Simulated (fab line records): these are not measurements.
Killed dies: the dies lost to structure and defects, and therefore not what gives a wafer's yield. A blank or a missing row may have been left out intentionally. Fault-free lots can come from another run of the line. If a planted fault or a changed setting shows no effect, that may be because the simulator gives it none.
fab line records    flow n5-finfet
[record] lots = 3  wafers = 9  last-day = 17
route steps=1938 shown FIN_SAQP@114 FIN_CUT@165 BEOL_M4@1111 PASSIVATION@1936
lots that met no fault: taken from a fault-free run of the same line
start-h: hours from the record's opening day to when the first of the lot's shown wafers began    wait-h: how many hours have passed since the lot's step before this one    " the same as in the row above    L1.1+2: several wafers, shown together as one row    - value missing, or start not given    * or withheld: withheld    < > ~ a bound
route shown NAME@n: names a module that has steps shown in the file, with the first one's number in the route    usual: mean/standard deviation taken from wafers without a fault    same: alike in all rows    chamber/n: place in a boat    sites: readings site by site    _std_site: the values' standard deviation    _edge_site: outer sites' mean less inner sites'    radius-mm: how far each site lies from the wafer's centre    mask NAME#n: copy n    behind: the tool/chamber that last shaped the wafer    hold: why the lot was held/for how many hours/how that ended    device: the transistor (n, p or np) that didn't switch    end of line: the tests these same wafers got at the end of their route    where a step has no rows: the recipe by itself    killed: dies lost to structure and defects at the first sort, not the wafer's yield    map: the dies of a wafer, with x for killed, . for not killed, _ for no die there
set.NAME: setting as actually run; set.NAME@STEP: the setting as run at that earlier step    model.NAME: the simulator's own value behind a step, which no gauge read
lots seen at some steps along the route; tables by step, rows by wafer
[[steps]]
[step N5_FIN_SAQP_DESCUM_21]
[recipe] chemistry = O2  time-s = 7.9  source-power-w = 50  bias-power-w = 20  pressure-mtorr = 20  rf-frequency-hz = 2.712e+07  temp-c = 40  resist = CAR-ArF  o2-flow-sccm = 225
[step N5_FIN_SAQP_ETCH_51]
[recipe] chemistry = CF4  target = SiARC  target-depth-a = 455  mask-material = CAR-ArF  time-s = 75.8  ion-energy-ev = 80  pressure-mtorr = 40  source-w = 545  bias-w = 36  Ar_flow_sccm = 100  cf4-flow-sccm = 100  ends = cleared
[step N5_FIN_SAQP_ETCH_52]
[recipe] chemistry = N2/H2  target = SOC  target-depth-a = 1000  overetch-a = 200  mask-material = SiARC  temp-c = 40  time-s = 150  ion-energy-ev = 200  pressure-mtorr = 30  source-w = 840  bias-w = 150  n2-flow-sccm = 200  h2-flow-sccm = 200  ends = end-point
[step N5_FIN_SAQP_STRIP_53]
[recipe] chemistry = N2/H2  temp-c = 40  n2-flow-sccm = 200  h2-flow-sccm = 200  rf-frequency-hz = 6e+07
[step N5_FIN_SAQP_HM_OPEN_73]
[recipe] chemistry = CHF3/O2  target = SiO2  stop-on = a-Si  target-depth-a = 120  over-etch-frac = 1.8  mask-material = SOC  time-s = 16.8  pressure-mtorr = 30  source-w = 650  bias-w = 170  Ar_flow_sccm = 200  CHF3_flow_sccm = 50  O2_flow_sccm = 5  ion-energy-ev = 200  ends = end-point
[step N5_FIN_SAQP_STRIP_74]
[recipe] chemistry = CHF3/O2  resist = SiARC  rf-frequency-hz = 6e+07
[step N5_FIN_SAQP_MANDREL_ETCH_22]
[recipe] target-depth-a = 600  chemistry = HBr/Cl2  target = a-Si  stop-on = SiNx  bt-time-s = 10  over-etch-frac = 0.5  time-s = 30  pressure-mtorr = 10  icp-w = 800  bias-w = 75  HBr_flow_sccm = 150  Cl2_flow_sccm = 80  ends = end-point
[step N5_FIN_SAQP_STRIP_55]
[recipe] chemistry = N2/H2  power-w = 500  temp-c = 40  pressure-mtorr = 50  rf-frequency-hz = 6e+07  overash-fraction = 0.3  bias-power-w = 28  h2-frac = 0.5  n2-flow-sccm = 300  h2-flow-sccm = 300
[step N5_FIN_SAQP_STRIP_23]
[recipe] chemistry = SPM  time-s = 750  temp-c = 130  h2so4-h2o2-vol-ratio = 4
[step N5_FIN_SAQP_SRD_66]
[recipe] dry = ipa-marangoni  time-s = 30  temp-c = 23  rinse-liquid = diw
[step N5_FIN_SAQP_RECESS_75]
[recipe] chemistry = HF/NH3  target = SiO2  target-depth-a = 144  afs-cycles = 3  temp-c = 30  sublimation-temp-c = 180  sublimation-time-s = 60
[usual] drypump-motor-current-A = 5.8/0.55
lot.wafer  tool           chamber  start-h  wait-h  drypump-motor-current-A
L759.1     vapor-etch-02  0        41.73    0.0     6.6
L759.5     "              1        "        "       5.8
L759.6     "              0        "        "       6.6
L760.2     vapor-etch-02  0        47.55    0.0     6.6
L760.3     "              1        "        "       5.9
L760.6     "              0        "        "       6.6
L776.2     vapor-etch-02  0        142.77   0.0     6.5
L776.5     "              0        "        "       6.5
L776.6     "              1        "        "       5.8
[step N5_FIN_SAQP_SPACER1_ALD_24]
[recipe] material = SiO2  target-thk-a = 203  temp-c = 300  ald-precursor-family = BDEAS  ald-co-reactant = O2-plasma  pulse-time-s = 1  purge-time-s = 2  co-reactant-purge-time-s = 2  ald-cycles = 218  pressure-torr = 2
[step N5_FIN_SAQP_SPACER1_ETCHBACK_25]
[recipe] chemistry = CHF3/O2  mode = anisotropic-etchback  target = SiO2  target-depth-a = 244  time-s = 12.2  pressure-mtorr = 30  source-w = 650  bias-w = 170  Ar_flow_sccm = 200  CHF3_flow_sccm = 50  O2_flow_sccm = 5  ion-energy-ev = 200
[step N5_FIN_SAQP_MANDREL1_REMOVE_56]
[recipe] chemistry = HBr/Cl2/O2  bt-time-s = 10  target = a-Si  stop-on = SiNx  endpoint = OES-SiCl  over-etch-frac = 1  icp-w = 600  bias-w = 22  HBr_flow_sccm = 150  Cl2_flow_sccm = 80  O2_flow_sccm = 5  pressure-mtorr = 10
[step N5_FIN_SAQP_ETCH_57]
[recipe] chemistry = CH3F/O2  target = SiNx  mask-material = SiO2  target-depth-a = 325  time-s = 46.4  pressure-mtorr = 30  source-w = 395  bias-w = 73  Ar_flow_sccm = 150  CH3F_flow_sccm = 30  O2_flow_sccm = 20  ion-energy-ev = 120  ends = cleared
[step N5_FIN_SAQP_ETCH_65]
[recipe] chemistry = CF4  target = SiO2  target-depth-a = 40  ion-energy-ev = 350  time-s = 4.4  pressure-mtorr = 10  icp-w = 800  bias-w = 400  cf4-flow-sccm = 80
[step N5_FIN_SAQP_MANDREL_ETCH_58]
[recipe] chemistry = HBr/Cl2  target = a-Si  target-depth-a = 450  bt-time-s = 10  stop-on = SiNx  mask-material = SiO2  over-etch-frac = 0.8  time-s = 27  pressure-mtorr = 10  icp-w = 800  bias-w = 75  HBr_flow_sccm = 150  Cl2_flow_sccm = 80  ends = end-point
[step N5_FIN_SAQP_RECESS_63]
[recipe] chemistry = HF/NH3  target = SiO2  target-depth-a = 180  afs-cycles = 3  temp-c = 30  sublimation-temp-c = 180  sublimation-time-s = 60
[step N5_FIN_SAQP_COAT_68]
[recipe] resist = SOC  temp-c = 250  time-s = 60  spin-rpm = 1500  resist-thk-nm = 100
[step N5_FIN_SAQP_ETCH_69]
[recipe] chemistry = N2/H2  target = SOC  target-depth-a = 1500  stop-on = SiNx  ion-energy-ev = 100  bias-w = 61  pressure-mtorr = 30  source-w = 850  n2-flow-sccm = 200  h2-flow-sccm = 200
[step N5_FIN_SAQP_ETCH_67]
[recipe] chemistry = CH3F/O2  target = SiNx  target-depth-a = 300  mask-material = SOC  pressure-mtorr = 30  source-w = 395  bias-w = 73  Ar_flow_sccm = 150  CH3F_flow_sccm = 30  O2_flow_sccm = 20  ion-energy-ev = 120
[step N5_FIN_SAQP_STRIP_70]
[recipe] chemistry = N2/H2  power-w = 500  temp-c = 40  pressure-mtorr = 50  rf-frequency-hz = 6e+07  overash-fraction = 0.3  bias-power-w = 28  h2-frac = 0.5  n2-flow-sccm = 300  h2-flow-sccm = 300
[step N5_FIN_SAQP_RECESS_71]
[recipe] chemistry = HF/NH3  target = SiO2  target-depth-a = 30  afs-cycles = 1  temp-c = 30  sublimation-temp-c = 180  sublimation-time-s = 60
[step N5_FIN_SAQP_SPACER2_ALD_28]
[recipe] material = SiO2  target-thk-a = 81  temp-c = 300  ald-precursor-family = BDEAS  ald-co-reactant = O2-plasma  pulse-time-s = 1  purge-time-s = 2  co-reactant-purge-time-s = 2  pressure-torr = 2
[step N5_FIN_SAQP_SPACER2_ETCHBACK_29]
[recipe] chemistry = CHF3/O2  mode = anisotropic-etchback  target = SiO2  target-depth-a = 122  time-s = 6.1  pressure-mtorr = 30  source-w = 650  bias-w = 170  Ar_flow_sccm = 200  CHF3_flow_sccm = 50  O2_flow_sccm = 5  ion-energy-ev = 200
[step N5_FIN_SAQP_MANDREL2_REMOVE_60]
[recipe] chemistry = HBr/Cl2/O2  bt-time-s = 10  target = a-Si  stop-on = SiNx  endpoint = OES-SiCl  over-etch-frac = 1  icp-w = 600  bias-w = 22  HBr_flow_sccm = 150  Cl2_flow_sccm = 80  O2_flow_sccm = 5  pressure-mtorr = 10
[step N5_FIN_SAQP_HM_OPEN_33]
[recipe] chemistry = CH3F/O2  target = SiNx  mask-material = SiO2  target-depth-a = 494  time-s = 70.6  pressure-mtorr = 30  source-w = 395  bias-w = 73  Ar_flow_sccm = 150  CH3F_flow_sccm = 30  O2_flow_sccm = 20  ion-energy-ev = 120  ends = cleared
[step N5_FIN_SAQP_ETCH_34]
[recipe] chemistry = C4F6/O2  target = SiO2  target-depth-a = 450  time-s = 15  ion-energy-ev = 250  pressure-mtorr = 30  source-w = 345  bias-w = 185  Ar_flow_sccm = 300  C4F6_flow_sccm = 10  O2_flow_sccm = 10  ends = cleared
[step N5_FIN_SAQP_STRIP_77]
[recipe] chemistry = N2/H2  time-s = 90  power-w = 100  temp-c = 40  pressure-mtorr = 100  rf-frequency-hz = 6e+07  bias-power-w = 3  n2-flow-sccm = 300  h2-flow-sccm = 300
[step N5_FIN_SAQP_ETCH_64]
[recipe] chemistry = CF4  target = SiO2  target-depth-a = 15  ion-energy-ev = 350  pressure-mtorr = 10  icp-w = 800  bias-w = 400  cf4-flow-sccm = 80
[step N5_FIN_SAQP_FIN_ETCH_36]
[recipe] chemistry = HBr/Cl2/O2  target-depth-a = 1200  mask-material = SiNx  time-s = 50.4  bias-w = 102  pressure-mtorr = 10  icp-w = 800  HBr_flow_sccm = 150  Cl2_flow_sccm = 80  O2_flow_sccm = 12
[step N5_FIN_SAQP_PRECLEAN_38]
[recipe] chemistry = O3/DIW  time-s = 45  temp-c = 22  o3-ppm = 10
[step N5_FIN_SAQP_PRECLEAN_45]
[recipe] chemistry = dHF  time-s = 10  dilution = 500:1  temp-c = 25
[step N5_FIN_SAQP_SRD_39]
[recipe] dry = ipa-marangoni  time-s = 30  temp-c = 23  rinse-liquid = diw
[step N5_FIN_SAQP_INSPECT_40]
[recipe] inspect-instrument = brightfield  mode = aei
[usual] raw-defect-count = 223/70
lot.wafer  tool               chamber  start-h  wait-h  raw-defect-count
L759.1     defect-inspect-02  -        45.65    0.0     132
L759.5     "                  -        "        "       242
L759.6     "                  -        "        "       202
L760.2     defect-inspect-01  -        51.32    0.0     199
L760.3     "                  -        "        "       180
L760.6     "                  -        "        "       200
L776.2     defect-inspect-01  -        146.80   0.0     291
L776.5     "                  -        "        "       328
L776.6     "                  -        "        "       524
[step N5_FIN_CUT_INSPECT_10]
[recipe] mode = adi  inspect-instrument = brightfield
[usual] raw-defect-count = 42/11
lot.wafer  tool               chamber  start-h  wait-h  raw-defect-count
L759.1     defect-inspect-02  -        46.04    0.1     32
L759.5     "                  -        "        "       54
L759.6     "                  -        "        "       34
L760.2     defect-inspect-01  -        51.87    0.0     50
L760.3     "                  -        "        "       31
L760.6     "                  -        "        "       47
L776.2     defect-inspect-02  -        147.32   0.0     51
L776.5     "                  -        "        "       48
L776.6     "                  -        "        "       335
[step N5_FIN_CUT_INSPECT_17]
[recipe] inspect-instrument = brightfield  mode = aei
[usual] raw-defect-count = 228/69
lot.wafer  tool               chamber  start-h  wait-h  raw-defect-count
L759.1     defect-inspect-02  -        46.99    0.0     149
L759.5     "                  -        "        "       276
L759.6     "                  -        "        "       191
L760.2     defect-inspect-02  -        53.06    0.0     188
L760.3     "                  -        "        "       192
L760.6     "                  -        "        "       213
L776.2     defect-inspect-02  -        148.27   0.0     275
L776.5     "                  -        "        "       345
L776.6     "                  -        "        "       535
[step N5_BEOL_M4_RC_MEAS_101]
[usual] DIBL_N = 36.3/1.4  DIBL_P = 36.2/1.5  IOFF_N = 0.160/0.021  IOFF_P = 0.211/0.027  ION_N = 676/7.7  ION_P = 463/5.5  SS_N = 71.4/0.57  SS_P = 73.3/0.58  VT_N = 249.3/2.5  VT_P = -250.1/2.6
lot.wafer  tool       chamber  start-h  wait-h  DIBL_N[mV/V]  DIBL_P[mV/V]  IOFF_N[nA/um]  IOFF_P[nA/um]  ION_N[uA/um]  ION_P[uA/um]  SS_N[mV/dec]  SS_P[mV/dec]  VT_N[mV]  VT_P[mV]
L759.1     prober-02  0        183.55   0.0     39.3          40.3          0.204          0.276          684           468           72.2          74.4          247.3     -245.4
L759.5     "          0        "        "       37.5          37.0          0.157          0.220          679           463           71.8          74.5          250.5     -245.8
L759.6     "          0        "        "       37.5          37.4          0.174          0.225          678           458           71.0          74.0          248.4     -248.4
L760.2     prober-02  0        189.22   0.2     36.8          37.2          0.173          0.187          680           459           71.1          72.8          248.1     -253.8
L760.3     "          0        "        "       36.9          38.3          0.183          0.199          684           463           71.6          73.1          245.8     -252.4
L760.6     "          0        "        "       36.9          37.6          0.168          0.188          679           464           70.8          72.3          247.7     -256.4
L776.2     prober-02  0        297.07   0.2     36.4          37.7          0.155          0.221          668           462           71.0          73.7          248.5     -249.1
L776.5     "          0        "        "       34.5          35.2          0.124          0.180          679           466           70.7          72.7          250.1     -251.3
L776.6     "          0        "        "       34.5          36.1          0.126          0.186          667           460           71.2          73.0          251.4     -252.6
[step N5_PASSIVATION_PROBE_49]
[usual] defect-limited-yield = 91.3/1.4  killed_at_M0_to_M3 = 34/10  killed_at_M4_up = 13/4.8  killed-at-contacts = 12/6.1  killed-at-front-end = 40/11  killed-at-other = 3.7/2.8  killed-dies = 103/16  killed-open = 67/12  killed-short = 34/7.4  sort_bin_5_function = 5.1/0.95  sort_bin_6_memory = 3.2/0.62  sort-n-pass = 1077/16  sort-yield-pct = 91.3/1.4
[same] gross-dies = 1180  killed-at-back-side = 0  sort_bin_4_leakage[%] = 0  sort_bin_8_speed[%] = 0
lot.wafer  tool       chamber  start-h  wait-h  defect-limited-yield[%]  killed_at_M0_to_M3  killed_at_M4_up  killed-at-contacts  killed-at-front-end  killed-at-other  killed-dies  killed-open  killed-short  sort_bin_5_function[%]  sort_bin_6_memory[%]  sort-n-pass  sort-yield-pct[%]
L759.1     prober-02  -        285.53   0.0     89.5                     32                  14               12                  63                   3                124          86           37            6.4                     3.7                   1056         89.5
L759.5     prober-02  -        285.73   0.2     91.1                     45                  22               7                   24                   7                105          77           28            5.7                     2.9                   1075         91.1
L759.6     prober-02  -        285.78   0.3     90.3                     30                  16               18                  44                   6                114          80           30            5.6                     3.7                   1066         90.3
L776.6     prober-01  -        401.69   0.8     84.1                     45                  18               4                   120                  1                188          59           28            11.3                    3.6                   992          84.1
// killed by level:class
L759.1 STI_FIN_REVEAL:geometric-particle:open=17 FIN_SAQP:geometric-particle:open=15 FIN_SAQP:geometric-particle:short=10 MOL_CONTACT_COAG:geometric-particle:open=10 BEOL_M2:geometric-particle:open=8 BEOL_M0:geometric-particle:open=6 STI_FIN_REVEAL:geometric-particle:short=5 BEOL_M1:geometric-particle:short=5
L759.5 BEOL_M4:geometric-particle:open=12 BEOL_M0:geometric-particle:open=11 BEOL_M0_SAQP:geometric-particle:open=8 BEOL_M0_SAQP:geometric-particle:short=8 MOL_CONTACT_COAG:geometric-particle:open=6 STI_FIN_REVEAL:geometric-particle:open=5 BEOL_M2:geometric-particle:open=5 FIN_SAQP:geometric-particle:open=4
L759.6 MOL_CONTACT_COAG:geometric-particle:open=14 FIN_SAQP:geometric-particle:open=13 GATE_CUT:geometric-particle:open=8 BEOL_M4:geometric-particle:open=8 FIN_SAQP:geometric-particle:short=5 BEOL_M1:geometric-particle:open=5 GATE_CUT:geometric-particle:short=4 MOL_CONTACT_COAG:geometric-particle:short=4
L776.6 FIN_SAQP:unspecified=96 BEOL_M3:geometric-particle:open=12 BEOL_M0_SAQP:geometric-particle:open=11 BEOL_M4:geometric-particle:open=8 BEOL_M2:geometric-particle:open=7 FIN_SAQP:geometric-particle:open=6 BEOL_M3:geometric-particle:short=5 FIN_SAQP:geometric-particle:short=4
// map L776.6 (x killed, . not)
_________________..x.........________________
______________...x.............._____________
___________...........x...x........__________
__________..........x..............._________
________.............................._______
_______...............x................______
______...x...x......xx..............x..._____
_____...x..x..x.....x...x................____
____....x.x.....................x.....x...___
___.......xx.x..............x...x..........__
___........x...........x....xx.x.x.........__
__x........................................._
__......x................x.x................_
_x...x.......................x.......x.......
_............x....x..........................
_.x........x..x.............x.........x......
_....x....................x..........x..xx.x.
_............x..................x.....x......
_.........x..x...........x..........x........
_x.....................x.................x...
_................x......xx...................
__....x...x.......x.xxxx...................._
__...........x...xxxxxxx.x.................._
___.............xxxxxxxxxx.....x...xx...xx.__
___............xxxxxxxxxxxx...x...........x__
____..........xxxxxxxxxxxxx.....xx...x....___
_____........x.xxxxxxxxxxxx.x....x.......____
______.....x.....xxxxxxxx.x.xx........x._____
_______........x.xx.xxxx..x...........x______
________.......xxxxx.xxxx.x...x......._______
__________....xx..x.x..x.x........x._________
___________x........xxx.........x..__________
______________.....x............_____________
_________________........x...________________
// map L759.1 (x killed, . not)
_________________............________________
______________....xx.x.........._____________
___________........x...............__________
__________.............x.....x......_________
________.x.......x..x....xx..x.x...x.._______
_______.xx.....x...........x.x..xx.....______
______.x........x...............x......._____
_____.......................x.x....xx....____
____.......x......xx..x...............x...___
___..x...........x.........................__
___..........x...........x....x............__
__.........................................._
__.x..x...........x.x......................._
_x..x......x......x....xx.......x...x........
_...x.............x..............x.....xx....
_x..x....................xx..................
_..x..........x...................x......x.x.
_.........xx....x................x...........
_x........................x...............x..
_............x.....x.....x........xx....xx...
_...........x....................xx.......x..
__............x....x........................_
__.....x.x.........x............x..x....x..._
___.xx....x......x...........x.....x.......__
___.........x......xxx.x...................__
____x...x...................x..x.....xx...___
_____.x.x...........x........x...........____
______..x.............................x._____
_______.........................x....x.______
________..............x.............x._______
__________..x......................._________
___________..x............x.......x__________
______________....x.....x......._____________
_________________......x.....________________
[[key]]
[first-sign] step = N5_FIN_SAQP_INSPECT_40  reading = raw-defect-count  direction = up  sigmas = 4.3  usual = 223  struck = 524
[effect] step = N5_FIN_CUT_INSPECT_10  reading = raw-defect-count  direction = up  sigmas = 26  usual = 42  struck = 335
[effect] step = N5_FIN_CUT_INSPECT_17  reading = raw-defect-count  direction = up  sigmas = 4.5  usual = 228  struck = 535
[effect] step = N5_PASSIVATION_PROBE_49  reading = killed-at-front-end  direction = up  sigmas = 7.5  usual = 40  struck = 120
[more-kills-born-at] N5_FIN_SAQP_RECESS_75@vapor-etch-02 = 96
met-at N5_FIN_SAQP_RECESS_75
struck-wafers L776.6
onset-between 47.55 142.77
[fault] kind = chamber-particle-source  tool = vapor-etch-02  chamber = 1  onset-h = 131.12  steps = N5_FIN_SAQP_RECESS_75  rate-per-visit-cm2 = 0.44788  end-h = 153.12
